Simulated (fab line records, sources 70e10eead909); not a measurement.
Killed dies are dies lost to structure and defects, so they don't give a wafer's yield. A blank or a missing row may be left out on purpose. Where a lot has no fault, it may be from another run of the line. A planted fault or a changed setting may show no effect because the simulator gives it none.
The tool behind it: which one? :: flow nandHarc :: 11 lots with 32 wafers sampled at 5 steps, on a route of 1302 steps

## WHAT THE GAUGES READ, wafer by wafer
NHARC_END_SORT_01.
lot: L590
measured: day 30 15:14
on: prober-01
killedAtArray: 280 219 78

## WHAT TOOL EACH LOT RAN ON (gives the tool, then ch and the chambers of the sampled wafers, and finally the start)
lot: L574
NHARC_A_CHANNEL_HOLE_D2_ETCH_38: rieDiel-10 ch 1,2, day 13 15:38
NHARC_A_CHANNEL_HOLE_D2_ETCH_34: rieDiel-10 ch 0,2,3, day 13 15:59
NHARC_A_CHANNEL_HOLE_D2_ETCH_22: harEtch-01 ch 0,1, day 13 17:53
NHARC_A_CHANNEL_HOLE_D2_ETCH_23: harEtch-01 ch 0,1, day 13 18:31

lot: L575
NHARC_A_CHANNEL_HOLE_D2_ETCH_38: rieDiel-10 ch 1,2,3, day 13 21:48
NHARC_A_CHANNEL_HOLE_D2_ETCH_34: rieDiel-10 ch 0,1,2, day 13 22:09
NHARC_A_CHANNEL_HOLE_D2_ETCH_22: harEtch-02 ch 0,1, day 13 23:46
NHARC_A_CHANNEL_HOLE_D2_ETCH_23: harEtch-02 ch 0,1, day 14 00:21

lot: L577
NHARC_A_CHANNEL_HOLE_D2_ETCH_38: rieDiel-05 ch 0,2,3, day 15 02:22
NHARC_A_CHANNEL_HOLE_D2_ETCH_34: rieDiel-05 ch 0,1, day 15 02:43
NHARC_A_CHANNEL_HOLE_D2_ETCH_22: harEtch-02 ch 0,1, day 15 05:22
NHARC_A_CHANNEL_HOLE_D2_ETCH_23: harEtch-02 ch 0,1, day 15 05:57

lot: L579
NHARC_A_CHANNEL_HOLE_D2_ETCH_38: rieDiel-05 ch 0,3, day 16 05:41
NHARC_A_CHANNEL_HOLE_D2_ETCH_34: rieDiel-05 ch 1,2, day 16 06:02
NHARC_A_CHANNEL_HOLE_D2_ETCH_22: harEtch-02 ch 0,1, day 16 10:25
NHARC_A_CHANNEL_HOLE_D2_ETCH_23: harEtch-02 ch 0,1, day 16 11:02

lot: L588
NHARC_A_CHANNEL_HOLE_D2_ETCH_38: rieDiel-05 ch 0,1, day 19 21:04
NHARC_A_CHANNEL_HOLE_D2_ETCH_34: rieDiel-05 ch 0,1,3, day 19 21:26
NHARC_A_CHANNEL_HOLE_D2_ETCH_22: harEtch-02 ch 0,1, day 19 23:13
NHARC_A_CHANNEL_HOLE_D2_ETCH_23: harEtch-02 ch 0,1, day 19 23:49

lot: L590
NHARC_A_CHANNEL_HOLE_D2_ETCH_38: rieDiel-10 ch 1,2, day 19 21:13
NHARC_A_CHANNEL_HOLE_D2_ETCH_34: rieDiel-10 ch 0,3, day 19 21:34
NHARC_A_CHANNEL_HOLE_D2_ETCH_22: harEtch-01 ch 0,1, day 19 23:16
NHARC_A_CHANNEL_HOLE_D2_ETCH_23: harEtch-01 ch 0,1, day 19 23:52

lot: L589
NHARC_A_CHANNEL_HOLE_D2_ETCH_38: rieDiel-10 ch 0,3, day 19 22:01
NHARC_A_CHANNEL_HOLE_D2_ETCH_34: rieDiel-10 ch 0,3, day 19 22:22
NHARC_A_CHANNEL_HOLE_D2_ETCH_22: harEtch-02 ch 0, day 20 03:16
NHARC_A_CHANNEL_HOLE_D2_ETCH_23: harEtch-02 ch 0, day 20 03:52

lot: L591
NHARC_A_CHANNEL_HOLE_D2_ETCH_38: rieDiel-05 ch 0,3, day 20 09:29
NHARC_A_CHANNEL_HOLE_D2_ETCH_34: rieDiel-05 ch 0,1,2, day 20 09:50
NHARC_A_CHANNEL_HOLE_D2_ETCH_22: harEtch-02 ch 0,1, day 20 15:17
NHARC_A_CHANNEL_HOLE_D2_ETCH_23: harEtch-02 ch 0,1, day 20 15:52

lot: L594
NHARC_A_CHANNEL_HOLE_D2_ETCH_38: rieDiel-05 ch 0,1,3, day 21 17:45
NHARC_A_CHANNEL_HOLE_D2_ETCH_34: rieDiel-05 ch 0,1,3, day 21 18:06
NHARC_A_CHANNEL_HOLE_D2_ETCH_22: harEtch-01 ch 0,1, day 21 19:53
NHARC_A_CHANNEL_HOLE_D2_ETCH_23: harEtch-01 ch 0,1, day 21 20:28

lot: L595
NHARC_A_CHANNEL_HOLE_D2_ETCH_38: rieDiel-05 ch 0,2, day 22 07:33
NHARC_A_CHANNEL_HOLE_D2_ETCH_34: rieDiel-05 ch 0,1,2, day 22 07:53
NHARC_A_CHANNEL_HOLE_D2_ETCH_22: harEtch-02 ch 0,1, day 22 10:04
NHARC_A_CHANNEL_HOLE_D2_ETCH_23: harEtch-02 ch 0,1, day 22 10:40

lot: L596
NHARC_A_CHANNEL_HOLE_D2_ETCH_38: rieDiel-05 ch 1,3, day 22 21:02
NHARC_A_CHANNEL_HOLE_D2_ETCH_34: rieDiel-05 ch 0,1,2, day 22 21:24
NHARC_A_CHANNEL_HOLE_D2_ETCH_22: harEtch-01 ch 0,1, day 23 01:19
NHARC_A_CHANNEL_HOLE_D2_ETCH_23: harEtch-01 ch 0,1, day 23 01:53
- NHARC_A_CHANNEL_HOLE_D2_ETCH_38: etches the open film in CF4, target depth 39 nm, time 65 s.
- NHARC_A_CHANNEL_HOLE_D2_ETCH_34: etches the open film in CF4/CHF3, target depth 154 nm, time 77 s.
- NHARC_A_CHANNEL_HOLE_D2_ETCH_22: etches the open film in C4F8/O2/Ar, time 666.7 s, target depth 1600 nm.
- NHARC_A_CHANNEL_HOLE_D2_ETCH_23: etches the open film in C4F8/O2/Ar, time 819 s, target depth 1600 nm.

## THE ANSWER, worked out from the rows above alone
Rule: usual is defined by the lots themselves. Put in order of their means at a reading, lots are off if they are a third of the lots or fewer, leave a main group of 4 or more, and stand apart from it by a gap of 3 or more times the standard deviation of the main group's means; of several such gaps the widest counts. Not used: any main group whose means are identical at the precision the tables above print for the reading. Also off: a lot with no number at a reading for which 4 or more lots have one. Where the step has rows for the other lots, those lots are counted as sound.
Nothing can be told from this: no lot is off at any reading shown.

## WHAT THE SIMULATOR HAD PUT IN
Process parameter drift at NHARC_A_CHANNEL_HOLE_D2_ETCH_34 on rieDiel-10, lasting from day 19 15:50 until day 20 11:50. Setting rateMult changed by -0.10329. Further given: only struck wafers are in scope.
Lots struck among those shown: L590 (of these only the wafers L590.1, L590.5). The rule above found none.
